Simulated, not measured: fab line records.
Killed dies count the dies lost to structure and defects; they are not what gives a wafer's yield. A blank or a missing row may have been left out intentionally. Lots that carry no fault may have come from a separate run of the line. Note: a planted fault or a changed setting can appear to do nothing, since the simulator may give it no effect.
The tool behind it: which one?	flow n5_finfet	9 lots, 27 wafers sampled, at 7 steps of a route of 1938

## WHAT THE GAUGES SHOWED, per wafer
N5_BEOL_M4_RC_MEAS_101. Usual: DIBL_N 36.6 mV/V, standard deviation 1.9; DIBL_P 36.7 mV/V, standard deviation 2.2; IOFF_N 0.16 nA/um, standard deviation 0.035; IOFF_P 0.22 nA/um, standard deviation 0.038; ION_N 672 uA/um, standard deviation 14; ION_P 462 uA/um, standard deviation 8.3; SS_N 71.6 mV/dec, standard deviation 0.65; SS_P 73.5 mV/dec, standard deviation 0.72; VT_N 250 mV, standard deviation 3.5; VT_P -250 mV, standard deviation 3.1.
lot	measured	on	DIBL_N (mV/V)	DIBL_P (mV/V)	IOFF_N (nA/um)	IOFF_P (nA/um)	ION_N (uA/um)	ION_P (uA/um)	SS_N (mV/dec)	SS_P (mV/dec)	VT_N (mV)	VT_P (mV)	flag
L182	day 10 02:23	prober-02	37.3 33.2 34.2	37.3 32.7 34.5	0.16 0.11 0.13	0.25 0.18 0.20	690 685 676	480 474 477	71.2 70.0 70.5	73.6 72.5 72.5	248 253 251	-247 -250 -249	
L187	day 10 21:10	prober-01	35.9 37.0 38.1	35.8 38.1 38.4	0.14 0.17 0.18	0.16 0.21 0.22	675 661 685	454 455 465	71.9 71.1 72.2	73.2 74.0 74.1	254 250 250	-256 -252 -254	
L188	day 10 22:46	prober-01	36.2 36.9 35.3	36.5 37.1 35.5	0.14 0.16 0.13	0.21 0.23 0.20	674 673 674	459 467 465	71.4 71.7 71.0	73.3 74.2 73.5	256 251 251	-252 -245 -250	
L190	day 11 17:17	prober-02	34.1 33.8 33.7	33.4 32.8 32.6	0.13 0.12 0.12	0.17 0.16 0.16	650 656 642	448 454 439	71.7 71.4 71.3	72.8 72.9 72.9	254 256 258	-253 -253 -251	
L192	day 11 17:41	prober-01	39.4 37.4 37.5	38.3 34.6 36.3	0.19 0.15 0.16	0.29 0.22 0.26	660 660 674	458 462 468	72.1 71.8 72.5	74.2 73.2 73.5	249 252 251	-245 -248 -248	
L193	day 12 08:23	prober-01	35.5 33.3 35.3	35.2 32.9 34.6	0.13 0.11 0.14	0.18 0.16 0.18	650 656 665	451 459 452	71.8 70.9 71.5	73.1 72.7 73.1	252 254 253	-251 -254 -251	
L194	day 12 15:44	prober-02	34.9 36.9 36.8	35.8 37.6 38.6	0.13 0.18 0.17	0.18 0.22 0.24	671 673 672	456 454 463	72.0 72.6 71.8	73.1 73.7 73.5	253 250 249	-253 -250 -248	
L202	day 14 07:49	prober-02	38.0 39.0 37.8	37.2 39.1 36.6	0.19 0.23 0.18	0.26 0.31 0.25	699 682 674	472 467 463	71.8 71.8 72.4	73.5 74.1 73.6	249 245 248	-244 -244 -245	
L203	day 14 16:10	prober-01	37.0 36.8 38.7	38.4 38.0 39.6	0.17 0.17 0.20	0.22 0.24 0.26	674 676 694	467 459 470	71.4 72.2 72.2	73.3 74.1 73.6	251 248 249	-250 -248 -248	

N5_BEOL_M11_CD_MEAS_11: target cd 64.1 nm. Usual: cd_nm at 64.1 nm, with a standard deviation of 0.48.
lot	measured	on	cd_nm (nm)	flag
L182	day 12 15:17	cd_sem-01	64.4 64.9 64.2	
L187	day 13 04:46	cd_sem-02	63.8 63.3 63.7	
L188	day 13 19:18	cd_sem-02	64.6 64.6 64.1	
L190	day 14 13:38	cd_sem-03	64.8 63.8 64.6	
L192	day 14 09:13	cd_sem-01	64.3 63.4 63.7	
L193	day 14 22:44	cd_sem-01	64.2 63.6 64.3	
L194	day 15 22:10	cd_sem-03	64.1 64.1 63.5	
L202	day 17 10:24	cd_sem-01	63.9 64.9 63.3	
L203	day 17 16:32	cd_sem-01	62.9 64.0 63.7	

N5_BEOL_M11_CD_MEAS_28: target cd 70 nm. Usual: cd_nm at 69.9 nm, with a standard deviation of 0.9.
lot	measured	on	cd_nm (nm)	flag
L182	day 12 16:41	cd_sem-03	68.2 70.6 68.6	
L187	day 13 06:51	cd_sem-01	70.5 71.6 70.8	
L188	day 13 21:34	cd_sem-03	71.1 70.9 69.8	
L190	day 14 17:26	cd_sem-03	70.0 69.5 70.9	
L192	day 14 10:16	cd_sem-02	70.1 69.1 68.0	
L193	day 15 01:18	cd_sem-02	70.6 71.0 70.0	
L194	day 15 23:20	cd_sem-03	70.2 70.8 72.1	
L202	day 17 12:54	cd_sem-01	68.8 70.2 70.3	
L203	day 17 17:43	cd_sem-03	68.9 68.7 69.2	

N5_BEOL_M11_OCD_MEAS_38. Usual: trench_depth_nm at 148 nm, with a standard deviation of 3.1.
lot	measured	on	trench_depth_nm (nm)	flag
L182	day 12 17:16	ocd-01	148 152 148	
L187	day 13 07:36	ocd-02	146 145 153	
L188	day 13 22:31	ocd-02	152 149 152	
L190	day 14 18:02	ocd-02	- - -	OFF
L192	day 14 11:08	ocd-01	150 150 149	
L193	day 15 01:53	ocd-01	- - -	OFF
L194	day 15 23:55	ocd-02	- - -	OFF
L202	day 17 14:01	ocd-02	147 145 147	
L203	day 17 19:17	ocd-02	145 144 146	

## TOOL THAT RAN EACH LOT (tool first, then ch and the chambers of the sampled wafers, then the start)
lot	N5_BEOL_M11_PECVD_70	N5_BEOL_M11_STRIP_67	N5_BEOL_M11_ETCH_66
L182	pecvd-01 ch 0,2, day 12 13:56	rie_diel-06 ch 1,3, day 12 15:35	rie_diel-06 ch 0,1,2, day 12 16:51
L187	pecvd-04 ch 0,1,2, day 13 01:32	rie_diel-06 ch 0,1,3, day 13 05:19	rie_diel-06 ch 1,2, day 13 07:11
L188	pecvd-01 ch 0,2, day 13 18:32	rie_diel-01 ch 0,1,3, day 13 19:37	rie_diel-03 ch 0,1, day 13 22:06
L190	pecvd-01 ch 0,2, day 14 12:10	rie_diel-06 ch 0,2,3, day 14 13:57	rie_diel-06 ch 0,1,2, day 14 17:37
L192	pecvd-04 ch 0,1,2, day 14 07:13	rie_diel-03 ch 0,1,3, day 14 09:36	rie_diel-03 ch 1,2,3, day 14 10:44
L193	pecvd-01 ch 0,1,2, day 14 21:35	rie_diel-06 ch 0,2,3, day 15 00:20	rie_diel-03 ch 0,1,3, day 15 01:28
L194	pecvd-02 ch 0,1, day 15 21:20	rie_diel-06 ch 0,1,3, day 15 22:41	rie_diel-03 ch 0,2,3, day 15 23:31
L202	pecvd-04 ch 0, day 17 09:32	rie_diel-06 ch 0,1,3, day 17 12:06	rie_diel-01 ch 2,3, day 17 13:37
L203	pecvd-04 ch 0,2, day 17 13:58	rie_diel-06 ch 0,2,3, day 17 17:11	rie_diel-01 ch 0,3, day 17 18:53
- N5_BEOL_M11_PECVD_70: deposits SiO2 from TEOS/O2, target thk 20 nm, time 22.7 s.
- N5_BEOL_M11_STRIP_67: strips in CF4.
- N5_BEOL_M11_ETCH_66: etches SOC in N2/H2, target depth 120 nm, overetch 24 nm, time 180 s.

## AS READ BY THE TOOLS THEMSELVES (means over the sampled wafers that have a number; for cases with no such wafer, the mark the record gives instead)
N5_BEOL_M11_PECVD_70. Usual: heater_power_w 705 W, standard deviation 98; showerhead_plenum_p_Torr 8.80 Torr, standard deviation 0.062; throttle_valve_pct 22.6 %, standard deviation 1.1.
lot	tool	heater_power_w (W)	showerhead_plenum_p_Torr (Torr)	throttle_valve_pct (%)	flag
L182	pecvd-01	826	8.86	21.7	
L187	pecvd-04	602	8.81	22.2	
L188	pecvd-01	794	8.86	21.9	
L190	pecvd-01	822	8.86	22.8	
L192	pecvd-04	590	8.79	22.1	
L193	pecvd-01	742	8.84	22.3	
L194	pecvd-02	641	8.75	23.9	
L202	pecvd-04	641	8.75	22.3	
L203	pecvd-04	588	8.77	22.1	

N5_BEOL_M11_STRIP_67. Usual: for bias_power_w, 74.99 W with a standard deviation of 0.21; for cf4_flow_sccm, 150.0 sccm with a standard deviation of 0.44; for drypump_motor_current_A, 5.9 A with a standard deviation of 0.46; for oes_product_au, 0.77 a.u. with a standard deviation of 0.065; for rf_vpp_V, 271.1 V with a standard deviation of 1.3; for showerhead_plenum_p_Torr, 1.80 Torr with a standard deviation of 0.049; for throttle_valve_pct, 13.62 % with a standard deviation of 0.25.
lot	tool	bias_power_w (W)	cf4_flow_sccm (sccm)	drypump_motor_current_A (A)	oes_product_au (a.u.)	rf_vpp_V (V)	showerhead_plenum_p_Torr (Torr)	throttle_valve_pct (%)	flag
L182	rie_diel-06	74.93	150.0	5.7	0.79	271.8	1.81	13.62	
L187	rie_diel-06	74.74	150.0	5.9	0.82	271.3	1.82	13.46	
L188	rie_diel-01	75.07	149.9	6.0	0.74	269.7	1.75	13.71	
L190	rie_diel-06	-	-	-	-	-	-	-	OFF
L192	rie_diel-03	74.85	150.0	5.0	0.79	270.4	1.75	13.64	
L193	rie_diel-06	-	-	-	-	-	-	-	OFF
L194	rie_diel-06	-	-	-	-	-	-	-	OFF
L202	rie_diel-06	75.01	150.6	5.9	0.78	270.7	1.81	13.54	
L203	rie_diel-06	74.85	149.8	6.2	0.75	271.3	1.82	13.56	

N5_BEOL_M11_ETCH_66. Usual: drypump_motor_current_A 5.7 A, standard deviation 0.56; oes_product_au 0.63 a.u., standard deviation 0.049; rf_vpp_V 523.9 V, standard deviation 2; showerhead_plenum_p_Torr 2.55 Torr, standard deviation 0.07; throttle_valve_pct 17.82 %, standard deviation 0.24.
lot	tool	drypump_motor_current_A (A)	oes_product_au (a.u.)	rf_vpp_V (V)	showerhead_plenum_p_Torr (Torr)	throttle_valve_pct (%)	flag
L182	rie_diel-06	5.9	0.66	525.1	2.61	17.73	
L187	rie_diel-06	5.7	0.62	525.6	2.62	17.91	
L188	rie_diel-03	5.2	0.65	521.7	2.50	17.98	
L190	rie_diel-06	5.9	0.80	525.6	2.60	17.78	OFF
L192	rie_diel-03	4.9	0.62	522.3	2.48	18.01	
L193	rie_diel-03	5.1	0.79	522.8	2.49	18.00	OFF
L194	rie_diel-03	5.1	0.78	523.1	2.53	17.94	OFF
L202	rie_diel-01	6.1	0.62	522.8	2.50	17.60	
L203	rie_diel-01	6.1	0.58	522.4	2.49	17.91	

## THE ANSWER, worked out from the rows above alone
Rule: a lot counts as off when the mean over its wafers that have a number is more than 3 standard deviations away from the usual mean. Also off: a lot with no number at a reading for which 4 or more lots have one. The other lots that the step has rows for count as sound. Order of review: gauges by route order, followed by the tools' own readings, for which a lot's mean as printed above is used. The first step at which some lot is off is used, and at that step the reading that is off furthest; a lot without a number counts as furthest.
Off at N5_BEOL_M11_OCD_MEAS_38 (trench_depth_nm): L190, L193, L194. Without a number there: L190, L193, L194.
A tool fits if, at a process step before that reading, it ran every lot that is off, and no sound lot after the first of them. Not tried: the gauges at N5_BEOL_M11_OCD_MEAS_38; whatever is off there is also off at N5_BEOL_M11_STRIP_67, on other tools, and gauge error can't account for it. Not one of the candidates tried fits.

## WHAT THE SIMULATOR PUT IN
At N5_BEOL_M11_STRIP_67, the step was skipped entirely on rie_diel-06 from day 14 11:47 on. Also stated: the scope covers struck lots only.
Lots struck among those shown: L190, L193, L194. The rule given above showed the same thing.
